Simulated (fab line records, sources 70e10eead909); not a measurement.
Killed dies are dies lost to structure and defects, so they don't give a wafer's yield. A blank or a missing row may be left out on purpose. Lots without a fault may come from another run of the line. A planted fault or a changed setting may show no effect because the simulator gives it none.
fab line records | flow nand_harc
record lots=12 wafers=36 last_day=34
route steps=1302 shown P_ZERO_WELL@41 P_STI@84 P_GATE@122 END@1302
lots that met no fault: from a run of the same line without faults
start_h: hours from the record's first day to the start of the lot's first wafer shown | wait_h: hours since the lot's step before | " the same as in the row above | L1.1+2: a row that stands for several wafers | - no value, or no start given | * or withheld: withheld | < > ~ a bound
route shown NAME@n: a module of which the file shows steps, and the number in the route of the first | usual: mean/standard deviation of fault-free wafers | same: alike in all rows | chamber/n: place in a boat | sites: the reading at each site | _std_site: their standard deviation | _edge_site: outer sites' mean less inner sites' | radius_mm: how far each site lies from the wafer's centre | mask NAME#n: copy n | behind: the tool/chamber that last shaped the wafer | hold: why the lot was held/for how many hours/how that ended | device: the transistor (n, p or np) that didn't switch | end of line: the same wafers' tests at the end of the route | a step without rows: its recipe alone | killed: dies lost to structure and defects at the first sort, not the wafer's yield | map: a wafer's dies, x killed, . not, _ none there
set.NAME: the setting as run; set.NAME@STEP: as run at that earlier step | model.NAME: the simulator's own value behind a step, which no gauge read
steps of the route over a sample of lots; a table a step, a row a wafer
services: from which hour (start_h, from the record's first day; less than 0 if before it) a tool's chamber was out of use, for how many hours, and why
## steps
# step NHARC_P_ZERO_WELL_EXPOSE_34
# recipe na=0.6 target_cd_nm=720 dose_mj=22.31 mask_id=P_PWELL
# usual exposure_dose_mJ_cm2=22.306/0.022
# columns lot.wafer tool chamber start_h wait_h mask exposure_dose_mJ_cm2
L992.3 krf_scanner-04 0 24.00 - P_PWELL#0 22.306
L992.4 " 0 " " P_PWELL#0 22.281
L992.5 " 0 " " P_PWELL#0 22.301
L993.2 krf_scanner-03 0 36.69 - P_PWELL#0 22.283
L993.3 " 0 " " P_PWELL#0 22.313
L993.5 " 0 " " P_PWELL#0 22.312
L994.1 krf_scanner-03 0 43.85 - P_PWELL#0 22.252
L994.2 " 0 " " P_PWELL#0 22.282
L994.5 " 0 " " P_PWELL#0 22.317
L995.2 krf_scanner-02 0 53.97 - P_PWELL#0 22.291
L995.4 " 0 " " P_PWELL#0 22.300
L995.6 " 0 " " P_PWELL#0 22.283
L996.1 krf_scanner-03 0 64.07 - P_PWELL#0 22.292
L996.2 " 0 " " P_PWELL#0 22.299
L996.4 " 0 " " P_PWELL#0 22.312
L998.1 krf_scanner-03 0 84.25 - P_HVPW#0 22.296
L998.2 " 0 " " P_HVPW#0 22.277
L998.4 " 0 " " P_HVPW#0 22.292
L102.1 krf_scanner-04 0 123.81 - P_PWELL#0 22.332
L102.3 " 0 " " P_PWELL#0 22.293
L102.5 " 0 " " P_PWELL#0 22.316
L108.1 krf_scanner-03 0 184.13 - P_PWELL#0 22.312
L108.3 " 0 " " P_PWELL#0 22.285
L108.6 " 0 " " P_PWELL#0 22.303
L110.3 krf_scanner-02 0 203.90 - P_PWELL#0 22.293
L110.4 " 0 " " P_PWELL#0 22.310
L110.6 " 0 " " P_PWELL#0 22.292
L111.2 krf_scanner-03 0 214.00 - P_PWELL#0 22.291
L111.4 " 0 " " P_PWELL#0 22.263
L111.5 " 0 " " P_PWELL#0 22.267
L113.3 krf_scanner-03 0 233.95 - P_PWELL#0 22.309
L113.4 " 0 " " P_PWELL#0 22.307
L113.6 " 0 " " P_PWELL#0 22.290
L114.1 krf_scanner-03 0 243.87 - P_PWELL#0 22.332
L114.3 " 0 " " P_PWELL#0 22.298
L114.6 " 0 " " P_PWELL#0 22.283
# step NHARC_P_ZERO_WELL_CD_MEAS_37
# recipe target_cd_nm=720 landing_energy_ev=500
# usual cd_nm=719.7/1.8
# columns lot.wafer tool chamber start_h wait_h cd_nm
L992.3 cd_sem-01 0 24.15 - 719.2
L992.4 " 0 " " 717.6
L992.5 " 0 " " 718.1
L993.2 cd_sem-03 0 36.84 - 719.3
L993.3 " 0 " " 718.2
L993.5 " 0 " " 720.5
L994.1 cd_sem-02 0 44.00 - 718.7
L994.2 " 0 " " 719.2
L994.5 " 0 " " 719.9
L995.2 cd_sem-01 0 54.12 - 720.4
L995.4 " 0 " " 722.0
L995.6 " 0 " " 722.3
L996.1 cd_sem-01 0 64.23 - 719.6
L996.2 " 0 " " 722.1
L996.4 " 0 " " 720.1
L998.1 cd_sem-02 0 84.42 - -
L998.2 " 0 " " -
L998.4 " 0 " " -
L102.1 cd_sem-02 0 123.97 - 723.0
L102.3 " 0 " " 720.3
L102.5 " 0 " " 719.7
L108.1 cd_sem-03 0 184.29 - 720.9
L108.3 " 0 " " 720.3
L108.6 " 0 " " 720.1
L110.3 cd_sem-02 0 204.06 - 721.1
L110.4 " 0 " " 720.3
L110.6 " 0 " " 719.5
L111.2 cd_sem-02 0 214.15 - 721.7
L111.4 " 0 " " 722.0
L111.5 " 0 " " 719.3
L113.3 cd_sem-01 0 234.10 - 719.2
L113.4 " 0 " " 718.4
L113.6 " 0 " " 719.7
L114.1 cd_sem-02 0 244.03 - 718.2
L114.3 " 0 " " 718.8
L114.6 " 0 " " 719.1
# step NHARC_P_STI_OVL_MEAS_10
# usual overlay_x_nm=3/4.4 overlay_y_nm=-2/6.6
# columns lot.wafer tool chamber start_h wait_h overlay_x_nm overlay_y_nm
L992.3 overlay-01 - 47.15 - 5 1
L992.4 " - " " 5 2
L992.5 " - " " 5 1
L993.2 overlay-01 - 60.69 - 2 9
L993.3 " - " " 2 9
L993.5 " - " " 1 9
L994.1 overlay-02 - 63.52 - -3 18
L994.2 " - " " -2 18
L994.5 " - " " -3 18
L995.2 overlay-01 - 74.22 - 4 5
L995.4 " - " " 4 5
L995.6 " - " " 5 6
L996.1 overlay-01 - 82.56 - -1 -10
L996.2 " - " " -1 -9
L996.4 " - " " -1 -9
L102.1 overlay-01 - 139.08 - 6 0
L102.3 " - " " 5 0
L102.5 " - " " 5 0
L108.1 overlay-01 - 202.86 - 2 3
L108.3 " - " " 2 4
L108.6 " - " " 2 3
L110.3 overlay-02 - 222.00 - -5 1
L110.4 " - " " -5 1
L110.6 " - " " -5 1
L111.2 overlay-01 - 232.24 - 7 -9
L111.4 " - " " 7 -9
L111.5 " - " " 8 -9
L113.3 overlay-02 - 254.28 - -2 -1
L113.4 " - " " -2 -1
L113.6 " - " " -1 -1
L114.1 overlay-02 - 262.23 - 0 -8
L114.3 " - " " 0 -9
L114.6 " - " " 0 -8
# step NHARC_P_STI_ETCH_31
# recipe target_depth_a=1089 time_s=54.5 cf4_flow_sccm=100 chf3_flow_sccm=30 ar_flow_sccm=0 rf_w=500 bias_w=200 chemistry=CF4/CHF3
# usual drypump_motor_current_A=5.7/0.35 oes_product_au=0.952/0.021 rf_vpp_V=371.3/2.5 showerhead_plenum_p_Torr=1.59/0.071 throttle_valve_pct=16.803/0.0094
# columns lot.wafer tool chamber start_h wait_h drypump_motor_current_A oes_product_au rf_hours_counter_h rf_vpp_V showerhead_plenum_p_Torr throttle_valve_pct
L992.3 rie_diel-06 3 - - 5.8 0.948 4.5 367.4 1.48 16.804
L992.5 " 3 " " 5.8 0.963 - 368.6 1.48 16.789
L992.4 " 1 " " 5.1 0.953 - 373.4 1.68 16.800
L993.2 rie_diel-06 1 - - 5.1 0.927 4.8 373.6 1.68 16.792
L993.3 " 3 " " 5.8 0.920 5.2 366.6 1.48 16.798
L993.5 " 2 " " 5.2 0.938 - 373.5 1.70 16.798
L994.1 rie_diel-06 1 - - 5.1 0.969 4.8 374.9 1.68 16.792
L994.2 " 2 " " 5.2 0.965 4.7 374.6 1.70 16.810
L994.5 " 1 " " 5.1 0.959 - 373.3 1.68 16.803
L995.4 rie_diel-06 1 - - 5.1 0.983 5.2 375.3 1.68 16.796
L995.2 " 0 " " 5.8 0.944 5.6 371.5 1.61 16.798
L995.6 " 1 " " 5.1 0.994 - 375.1 1.68 16.795
L996.4 rie_diel-03 1 - - 6.2 0.927 9.1 369.6 1.54 16.793
L996.1 " 2 " " 6.0 0.921 8.5 372.6 1.62 16.808
L996.2 " 0 " " 5.9 0.930 9.2 371.7 1.58 16.804
L102.1 rie_diel-03 2 - - 6.0 0.925 1.8 371.1 1.62 16.796
L102.3 " 3 " " 5.4 0.926 2.1 369.2 1.52 16.804
L102.5 " 2 " " 6.0 0.921 - 372.0 1.62 16.806
L108.3 rie_diel-06 1 - - 5.1 0.965 2.4 373.8 1.68 16.814
L108.1 " 2 " " 5.2 0.959 2.8 375.4 1.69 16.796
L108.6 " 3 " " 5.8 0.973 - 367.9 1.48 16.817
L110.3 rie_diel-06 1 - - 5.1 0.945 3.6 376.0 1.68 16.817
L110.4 " 3 " " 5.8 0.942 - 366.5 1.48 16.796
L110.6 " 1 " " 5.1 0.942 - 375.0 1.68 16.806
L111.2 rie_diel-10 2 - - 5.6 0.934 12.4 370.4 1.59 16.802
L111.4 " 1 " " 5.6 0.961 12.6 372.6 1.61 16.799
L111.5 " 3 " " 6.2 0.964 - 370.8 1.63 16.778
L113.4 rie_diel-03 1 - - 6.2 0.980 10.9 369.9 1.53 16.801
L113.3 " 0 " " 5.9 0.967 9.4 370.2 1.58 16.815
L113.6 " 1 " " 6.2 0.983 - 369.3 1.53 16.794
L114.1 rie_diel-03 1 - - 6.2 0.930 10.9 369.4 1.53 16.808
L114.3 " 3 " " 5.4 0.916 10.6 368.9 1.51 16.806
L114.6 " 1 " " 6.2 0.928 - 368.7 1.53 16.807
# step NHARC_P_GATE_CD_MEAS_11
# recipe target_cd_nm=1640 landing_energy_ev=500
# usual cd_nm=1638.9/1.8
# columns lot.wafer tool chamber start_h wait_h cd_nm
L992.3 cd_sem-03 0 87.28 - 1641.1
L992.4 " 0 " " 1637.4
L992.5 " 0 " " 1639.4
L993.2 cd_sem-02 0 97.23 - 1639.7
L993.3 " 0 " " 1640.4
L993.5 " 0 " " 1638.0
L994.1 cd_sem-01 0 97.38 - 1638.2
L994.2 " 0 " " 1640.0
L994.5 " 0 " " 1637.4
L995.2 cd_sem-02 0 108.65 - 1640.3
L995.4 " 0 " " 1637.6
L995.6 " 0 " " 1639.0
L996.1 cd_sem-01 0 121.25 - 1638.6
L996.2 " 0 " " 1637.4
L996.4 " 0 " " 1637.9
L102.1 cd_sem-01 0 174.60 - 1638.8
L102.3 " 0 " " 1640.6
L102.5 " 0 " " 1641.0
L108.1 cd_sem-02 0 238.77 - 1643.7
L108.3 " 0 " " 1640.1
L108.6 " 0 " " 1639.0
L110.3 cd_sem-03 0 259.15 - 1640.5
L110.4 " 0 " " 1637.7
L110.6 " 0 " " 1637.5
L111.2 cd_sem-01 0 268.74 - 1636.4
L111.4 " 0 " " 1639.4
L111.5 " 0 " " 1638.5
L113.3 cd_sem-03 0 292.86 - 1641.9
L113.4 " 0 " " 1642.2
L113.6 " 0 " " 1642.7
L114.1 cd_sem-02 0 296.99 - 1638.6
L114.3 " 0 " " 1637.0
L114.6 " 0 " " 1641.8
# step NHARC_END_SORT_01
# recipe temp_c=25
# usual killed_at_array=41/10 killed_at_other=0.8/0.91 killed_at_periphery=4.2/2.9 killed_dies=46/10 killed_open=3.5/2.1 killed_short=2.5/1.6
# same gross_dies=677
# columns lot.wafer tool chamber start_h wait_h hold killed_at_array killed_at_other killed_at_periphery killed_dies killed_open killed_short
L995.2 prober-02 0 578.68 2.8 - 52 1 3 56 4 6
L995.4 prober-02 0 580.25 3.4 - 52 1 0 53 4 3
L995.6 prober-02 0 581.83 3.9 - 58 1 2 61 6 3
L993.2 prober-01 0 578.68 2.8 - 43 0 3 46 3 1
L993.3 prober-01 0 579.49 3.1 - 42 1 1 44 2 2
L993.5 prober-01 0 581.11 3.7 - 42 2 4 48 0 4
L994.1 prober-02 0 585.64 2.5 - 48 1 5 54 8 0
L994.2 prober-02 0 586.43 2.8 - 37 0 3 40 4 2
L994.5 prober-02 0 588.79 3.7 - 47 1 4 52 5 2
L992.3 prober-01 0 587.34 3.1 - 51 2 4 57 3 2
L992.4 prober-01 0 588.15 3.4 - 35 1 4 40 4 6
L992.5 prober-01 0 588.96 3.7 - 39 0 5 44 3 2
L996.1 prober-02 0 593.36 2.5 - 32 0 9 41 4 2
L996.2 prober-02 0 594.16 2.8 - 34 1 9 44 3 1
L996.4 prober-02 0 595.76 3.4 - 34 0 8 42 2 4
L998.1 prober-01 0 600.52 2.5 await_dispo/3.9h/scrap 28 1 648 677 3 1
L998.2 prober-01 0 601.32 2.8 await_dispo/3.9h/scrap 26 0 651 677 7 0
L998.4 prober-01 0 602.92 3.4 await_dispo/3.9h/scrap 32 1 644 677 3 4
L102.1 prober-02 0 648.99 2.5 - 22 2 7 31 3 4
L102.3 prober-02 0 650.60 3.1 - 24 1 9 34 3 5
L102.5 prober-02 0 652.21 3.7 - 20 0 12 32 4 2
L108.1 prober-02 0 728.40 2.5 - 70 0 1 71 2 2
L108.3 prober-02 0 730.04 3.2 - 62 1 0 63 2 3
L108.6 prober-02 0 732.49 4.1 - 47 0 4 51 2 2
L110.3 prober-01 0 729.96 3.1 - 52 1 8 61 5 3
L110.4 prober-01 0 730.76 3.4 - 55 1 6 62 1 5
L110.6 prober-01 0 732.36 4.0 - 47 0 2 49 4 1
L111.2 prober-01 0 740.38 2.8 - 49 0 0 49 4 0
L111.4 prober-01 0 741.98 3.4 - 42 2 1 45 5 3
L111.5 prober-01 0 742.78 3.7 - 55 1 3 59 3 3
L114.1 prober-02 0 803.08 2.5 - 41 0 7 48 2 4
L114.3 prober-02 0 804.68 3.1 - 49 1 4 54 2 4
L114.6 prober-02 0 807.08 4.0 - 56 2 6 64 3 6
L113.3 prober-01 0 804.68 3.1 - 37 1 7 45 2 1
L113.4 prober-01 0 805.47 3.4 - 38 2 9 49 2 3
L113.6 prober-01 0 807.06 4.0 - 40 1 10 51 2 2
# killed by level:class
L995.2 A_CHANNEL_HOLE_D1:chamber_film_flake=17 A_SLIT:chamber_film_flake=11 A_STAIRCASE:chamber_film_flake=4 A_CONTACT:chamber_film_flake=3 P_M0:geometric_particle:open=2 A_CHANNEL_FILL_D1:geometric_particle:short=2 A_DECK1_JOINT:chamber_film_flake=2 A_CHANNEL_HOLE_D2:chamber_film_flake=2
L993.2 A_CHANNEL_HOLE_D2:chamber_film_flake=20 A_CONTACT:chamber_film_flake=6 A_M1:geometric_particle:open=3 A_CHANNEL_HOLE_D1:chamber_film_flake=3 A_DECK1_JOINT:chamber_film_flake=3 A_ZERO_WELL:chamber_film_flake=2 A_STAIRCASE:chamber_film_flake=2 A_BONDPAD:chamber_film_flake=2
L993.3 A_CHANNEL_HOLE_D2:chamber_film_flake=22 A_ZERO_WELL:chamber_film_flake=3 A_CHANNEL_HOLE_D1:chamber_film_flake=3 A_CHANNEL_FILL_D2:chamber_film_flake=3 A_BONDPAD:chamber_film_flake=3 A_M1:chamber_film_flake=2 A_ONON_D2:geometric_particle:open=1 A_CHANNEL_FILL_D2:geometric_particle:short=1
L995.4 A_CHANNEL_HOLE_D1:chamber_film_flake=17 A_SLIT:chamber_film_flake=12 A_CHANNEL_HOLE_D2:chamber_film_flake=4 A_STAIRCASE:chamber_film_flake=4 A_CONTACT:unspecified=3 A_DECK1_JOINT:geometric_particle:short=2 A_ZERO_WELL:chamber_film_flake=2 A_CHANNEL_FILL_D1:geometric_particle:open=1
L993.5 A_CHANNEL_HOLE_D2:chamber_film_flake=22 A_CONTACT:chamber_film_flake=7 A_ZERO_WELL:chamber_film_flake=4 A_STAIRCASE:chamber_film_flake=3 P_ZERO_WELL:chamber_film_flake=2 A_SOURCE_PLATE:geometric_particle:short=1 A_CHANNEL_FILL_D1:geometric_particle:short=1 A_WL_FILL:geometric_particle:short=1
L995.6 A_CHANNEL_HOLE_D1:chamber_film_flake=19 A_SLIT:chamber_film_flake=13 A_CHANNEL_HOLE_D2:chamber_film_flake=8 A_STAIRCASE:chamber_film_flake=5 A_CONTACT:unspecified=4 A_CONTACT:chamber_film_flake=2 P_M0:geometric_particle:open=1 P_M0:geometric_particle:short=1
L994.1 A_CHANNEL_HOLE_D1:chamber_film_flake=23 A_SLIT:chamber_film_flake=11 A_CONTACT:chamber_film_flake=5 P_CONTACT:geometric_particle:open=4 A_STAIRCASE:chamber_film_flake=3 A_CHANNEL_HOLE_D2:chamber_film_flake=2 A_ONON_D1:geometric_particle:open=1 A_ONON_D2:geometric_particle:open=1
L994.2 A_CHANNEL_HOLE_D1:chamber_film_flake=16 A_SLIT:chamber_film_flake=8 A_CHANNEL_HOLE_D2:chamber_film_flake=3 A_STAIRCASE:chamber_film_flake=3 A_ZERO_WELL:chamber_film_flake=2 P_STI:geometric_particle:open=1 P_GATE:geometric_particle:open=1 P_M0:geometric_particle:open=1
L992.3 A_CHANNEL_HOLE_D2:chamber_film_flake=18 A_CHANNEL_HOLE_D1:chamber_film_flake=13 A_STAIRCASE:chamber_film_flake=8 A_CONTACT:chamber_film_flake=5 A_BLC:geometric_particle:open=2 P_GATE:chamber_film_flake=2 THIN_TSV:chamber_film_flake=2 A_CHANNEL_HOLE_D1:geometric_particle:short=1
L992.4 A_CHANNEL_HOLE_D2:chamber_film_flake=11 A_CHANNEL_HOLE_D1:chamber_film_flake=6 A_STAIRCASE:chamber_film_flake=5 A_CONTACT:chamber_film_flake=3 A_ONON_D1:geometric_particle:open=2 A_ONON_D1:geometric_particle:short=2 A_WL_FILL:chamber_film_flake=2 P_GATE:geometric_particle:open=1
L994.5 A_CHANNEL_HOLE_D1:chamber_film_flake=23 A_SLIT:chamber_film_flake=11 A_CHANNEL_HOLE_D2:chamber_film_flake=3 A_STAIRCASE:chamber_film_flake=3 P_M0:geometric_particle:open=2 A_M1:chamber_film_flake=2 P_M2:geometric_particle:short=1 A_ONON_D1:geometric_particle:open=1
L992.5 A_CHANNEL_HOLE_D1:chamber_film_flake=16 A_CHANNEL_HOLE_D2:chamber_film_flake=9 A_STAIRCASE:chamber_film_flake=6 A_CONTACT:chamber_film_flake=4 A_WL_FILL:geometric_particle:open=2 P_CONTACT:geometric_particle:open=1 P_M0:geometric_particle:short=1 A_CHANNEL_FILL_D2:geometric_particle:short=1
L996.1 A_CHANNEL_HOLE_D2:chamber_film_flake=19 P_ZERO_WELL:chamber_film_flake=4 P_BONDPAD:chamber_film_flake=3 A_STAIRCASE:chamber_film_flake=3 A_DECK1_JOINT:chamber_film_flake=2 A_CONTACT:chamber_film_flake=2 P_GATE:geometric_particle:open=1 P_M0:geometric_particle:open=1
L996.2 A_CHANNEL_HOLE_D2:chamber_film_flake=12 A_STAIRCASE:chamber_film_flake=7 A_CONTACT:chamber_film_flake=4 P_ZERO_WELL:chamber_film_flake=3 P_BONDPAD:chamber_film_flake=3 A_CHANNEL_HOLE_D1:chamber_film_flake=3 P_M0:geometric_particle:open=2 A_DECK1_JOINT:chamber_film_flake=2
L996.4 A_CHANNEL_HOLE_D2:chamber_film_flake=18 P_BONDPAD:chamber_film_flake=6 A_DECK1_JOINT:chamber_film_flake=3 A_STAIRCASE:chamber_film_flake=3 A_ONON_D2:geometric_particle:short=2 A_CONTACT:chamber_film_flake=2 P_ZERO_WELL:chamber_film_flake=2 A_ONON_D2:geometric_particle:open=1
L998.1 P_ZERO_WELL:area_expose=647 A_CONTACT:chamber_film_flake=8 A_CHANNEL_HOLE_D2:chamber_film_flake=7 A_ZERO_WELL:chamber_film_flake=2 A_CHANNEL_HOLE_D1:chamber_film_flake=2 A_BONDPAD:chamber_film_flake=2 A_ONON_D1:geometric_particle:open=1 A_CHANNEL_FILL_D2:geometric_particle:open=1
L998.2 P_ZERO_WELL:area_expose=647 A_CHANNEL_HOLE_D2:chamber_film_flake=8 A_CONTACT:chamber_film_flake=7 A_BONDPAD:chamber_film_flake=3 P_M1:geometric_particle:open=2 A_CHANNEL_HOLE_D1:chamber_film_flake=2 A_STAIRCASE:chamber_film_flake=2 P_STI:geometric_particle:open=1
L998.4 P_ZERO_WELL:area_expose=642 A_CONTACT:chamber_film_flake=7 A_CHANNEL_HOLE_D2:chamber_film_flake=5 A_CHANNEL_HOLE_D1:chamber_film_flake=4 A_BONDPAD:chamber_film_flake=4 A_STAIRCASE:chamber_film_flake=3 A_DECK1_JOINT:geometric_particle:short=2 A_SLIT:chamber_film_flake=2
L102.1 A_CHANNEL_HOLE_D2:chamber_film_flake=7 P_M0:chamber_film_flake=4 A_CHANNEL_HOLE_D1:chamber_film_flake=4 A_CHANNEL_FILL_D1:geometric_particle:short=2 A_SLIT:chamber_film_flake=2 P_M1:geometric_particle:short=1 A_CHANNEL_FILL_D1:geometric_particle:open=1 A_CHANNEL_HOLE_D2:geometric_particle:open=1
L102.3 A_CHANNEL_HOLE_D2:chamber_film_flake=8 A_CONTACT:chamber_film_flake=4 P_BONDPAD:chamber_film_flake=3 A_CHANNEL_HOLE_D1:chamber_film_flake=3 A_M0:geometric_particle:short=2 P_GATE:chamber_film_flake=2 P_M0:chamber_film_flake=2 P_M0:geometric_particle:open=1
L102.5 A_CHANNEL_HOLE_D2:chamber_film_flake=12 P_M0:chamber_film_flake=5 P_BONDPAD:chamber_film_flake=4 P_STI:geometric_particle:open=1 P_CONTACT:geometric_particle:open=1 A_SOURCE_PLATE:geometric_particle:short=1 A_ONON_D1:geometric_particle:short=1 A_DECK1_JOINT:geometric_particle:open=1
L108.1 A_CHANNEL_HOLE_D1:chamber_film_flake=19 A_SLIT:chamber_film_flake=14 A_CONTACT:chamber_film_flake=12 A_CHANNEL_HOLE_D2:chamber_film_flake=11 A_STAIRCASE:chamber_film_flake=6 A_M0:geometric_particle:open=2 A_CHANNEL_FILL_D1:chamber_film_flake=2 A_ONON_D1:geometric_particle:short=1
L110.3 A_CHANNEL_HOLE_D1:chamber_film_flake=19 A_SLIT:chamber_film_flake=12 A_STAIRCASE:chamber_film_flake=7 A_CHANNEL_HOLE_D2:chamber_film_flake=5 A_CONTACT:chamber_film_flake=4 P_ZERO_WELL:chamber_film_flake=3 P_GATE:geometric_particle:open=2 P_M0:geometric_particle:open=2
L108.3 A_SLIT:chamber_film_flake=16 A_CHANNEL_HOLE_D1:chamber_film_flake=13 A_CONTACT:chamber_film_flake=10 A_CHANNEL_HOLE_D2:chamber_film_flake=9 A_CHANNEL_FILL_D1:chamber_film_flake=3 A_BONDPAD:chamber_film_flake=3 A_ONON_D2:geometric_particle:short=1 A_CHANNEL_HOLE_D2:geometric_particle:short=1
L110.4 A_CHANNEL_HOLE_D1:chamber_film_flake=19 A_SLIT:chamber_film_flake=14 A_CHANNEL_HOLE_D2:chamber_film_flake=8 A_CONTACT:chamber_film_flake=5 A_STAIRCASE:chamber_film_flake=4 P_ZERO_WELL:chamber_film_flake=2 P_CONTACT:geometric_particle:short=1 P_BONDPAD:geometric_particle:short=1
L110.6 A_CHANNEL_HOLE_D1:chamber_film_flake=23 A_SLIT:chamber_film_flake=15 A_CHANNEL_HOLE_D2:chamber_film_flake=2 P_CONTACT:geometric_particle:open=1 A_DECK1_JOINT:geometric_particle:open=1 A_ONON_D2:geometric_particle:open=1 A_WL_FILL:geometric_particle:open=1 A_WL_FILL:geometric_particle:short=1
L108.6 A_CHANNEL_HOLE_D1:chamber_film_flake=19 A_SLIT:chamber_film_flake=13 A_CONTACT:chamber_film_flake=4 A_CHANNEL_HOLE_D2:chamber_film_flake=3 A_STAIRCASE:chamber_film_flake=3 A_ONON_D1:geometric_particle:short=2 P_GATE:chamber_film_flake=2 P_CONTACT:geometric_particle:open=1
L111.2 A_CHANNEL_HOLE_D2:chamber_film_flake=15 A_SLIT:chamber_film_flake=12 A_CONTACT:chamber_film_flake=6 A_STAIRCASE:chamber_film_flake=4 A_CHANNEL_HOLE_D1:chamber_film_flake=3 A_CHANNEL_FILL_D2:chamber_film_flake=2 A_M1:chamber_film_flake=2 A_WL_FILL:geometric_particle:open=1
L111.4 A_SLIT:chamber_film_flake=13 A_CHANNEL_HOLE_D2:chamber_film_flake=6 A_CHANNEL_HOLE_D1:chamber_film_flake=5 A_STAIRCASE:chamber_film_flake=5 A_ONON_D1:geometric_particle:short=2 A_WL_FILL:chamber_film_flake=2 A_CONTACT:chamber_film_flake=2 THIN_TSV:chamber_film_flake=2
L111.5 A_CHANNEL_HOLE_D2:chamber_film_flake=18 A_SLIT:chamber_film_flake=14 A_CHANNEL_HOLE_D1:chamber_film_flake=5 A_M1:chamber_film_flake=5 A_STAIRCASE:chamber_film_flake=4 A_CHANNEL_FILL_D2:chamber_film_flake=3 A_WL_FILL:chamber_film_flake=2 P_STI:geometric_particle:short=1
L114.1 A_SLIT:chamber_film_flake=12 A_CONTACT:chamber_film_flake=9 A_CHANNEL_HOLE_D2:chamber_film_flake=8 A_SGD_CUT:chamber_film_flake=4 P_STI:chamber_film_flake=2 P_CONTACT:chamber_film_flake=2 P_BONDPAD:chamber_film_flake=2 A_STAIRCASE:chamber_film_flake=2
L113.3 A_SLIT:chamber_film_flake=15 A_CONTACT:chamber_film_flake=11 A_CHANNEL_HOLE_D1:chamber_film_flake=5 P_CONTACT:chamber_film_flake=4 P_ZERO_WELL:chamber_film_flake=2 A_WL_FILL:chamber_film_flake=2 P_CONTACT:geometric_particle:open=1 A_ONON_D1:geometric_particle:open=1
L114.3 A_CONTACT:chamber_film_flake=15 A_SLIT:chamber_film_flake=12 A_CHANNEL_HOLE_D2:chamber_film_flake=9 P_BONDPAD:chamber_film_flake=3 A_SGD_CUT:chamber_film_flake=3 A_CHANNEL_FILL_D2:geometric_particle:short=2 A_CHANNEL_FILL_D1:geometric_particle:open=1 A_CHANNEL_FILL_D1:geometric_particle:short=1
L113.4 A_SLIT:chamber_film_flake=13 A_CONTACT:chamber_film_flake=10 A_CHANNEL_HOLE_D1:chamber_film_flake=6 P_CONTACT:chamber_film_flake=5 P_ZERO_WELL:chamber_film_flake=3 A_WL_FILL:chamber_film_flake=3 THIN_TSV:chamber_film_flake=2 P_M0:geometric_particle:open=1
L113.6 A_SLIT:chamber_film_flake=14 A_CONTACT:chamber_film_flake=12 P_CONTACT:chamber_film_flake=6 A_STAIRCASE:chamber_film_flake=3 A_CHANNEL_HOLE_D1:chamber_film_flake=2 A_WL_FILL:chamber_film_flake=2 A_M1:chamber_film_flake=2 P_M0:geometric_particle:short=1
L114.6 A_CONTACT:chamber_film_flake=18 A_CHANNEL_HOLE_D2:chamber_film_flake=16 A_SLIT:chamber_film_flake=12 THIN_TSV:chamber_film_flake=2 P_CONTACT:geometric_particle:short=2 A_DECK1_JOINT:geometric_particle:short=2 A_CHANNEL_FILL_D2:chamber_film_flake=1 P_M0:geometric_particle:open=1
## services
# columns tool chamber start_h hours kind
krf_scanner-04 - 10.00 4.0 pm
rie_diel-03 2 24.94 8.6 repair
rie_diel-06 2 38.56 9.4 repair
krf_scanner-02 - 48.17 0.2 repair
krf_scanner-03 - 52.00 4.0 pm
rie_diel-06 2 82.41 3.5 repair
krf_scanner-02 - 95.40 4.0 pm
krf_scanner-03 - 100.60 0.6 repair
rie_diel-03 - 104.30 9.0 pm
rie_diel-06 1 110.95 7.4 repair
krf_scanner-02 - 120.81 3.5 repair
rie_diel-06 - 130.20 9.0 pm
rie_diel-03 - 133.36 1.7 repair
krf_scanner-02 - 155.82 0.5 repair
krf_scanner-04 - 164.94 4.3 repair
rie_diel-06 2 170.13 5.6 repair
rie_diel-06 1 171.44 4.3 repair
krf_scanner-03 - 180.88 0.3 repair
rie_diel-06 3 186.67 2.1 repair
rie_diel-03 0 204.08 6.0 repair
rie_diel-06 0 212.90 11.7 repair
krf_scanner-03 - 224.00 4.0 pm
rie_diel-03 1 226.98 4.3 repair
rie_diel-03 0 244.04 8.1 repair
## key
first_sign step=NHARC_P_ZERO_WELL_EXPOSE_34 reading=mask direction=changed
effect step=NHARC_P_ZERO_WELL_CD_MEAS_37 reading=cd_nm direction=missing
effect step=NHARC_END_SORT_01 reading=killed_at_periphery direction=up sigmas=99+ usual=4.2 struck=647.7
more_kills_born_at NHARC_P_ZERO_WELL_EXPOSE_34@krf_scanner-03=1936
met_at NHARC_P_ZERO_WELL_EXPOSE_34
struck_lots L998
later_rows_left_out L998.1,L998.2,L998.4
tester_left_out L998
not_acting_at NHARC_P_STI_OVL_MEAS_10,NHARC_P_STI_ETCH_31,NHARC_P_GATE_CD_MEAS_11
onset_between 64.07 84.25
fault kind=wrong_mask tool=any chamber=- onset_h=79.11 steps=NHARC_P_ZERO_WELL_EXPOSE_34 aux_copy=P_HVPW#0 scope=struck_lots_only
# tester_left_out: of these lots the tester's yield and bins aren't shown, on N5 and GAA mostly nor the transistor test; their killed dies are dies lost to structure and defects alone, not to doping, threshold or leakage, so they don't give the yield
# later_rows_left_out: the simulator's readings of these wafers behind a module that went badly wrong aren't trusted and aren't shown, but for the sort
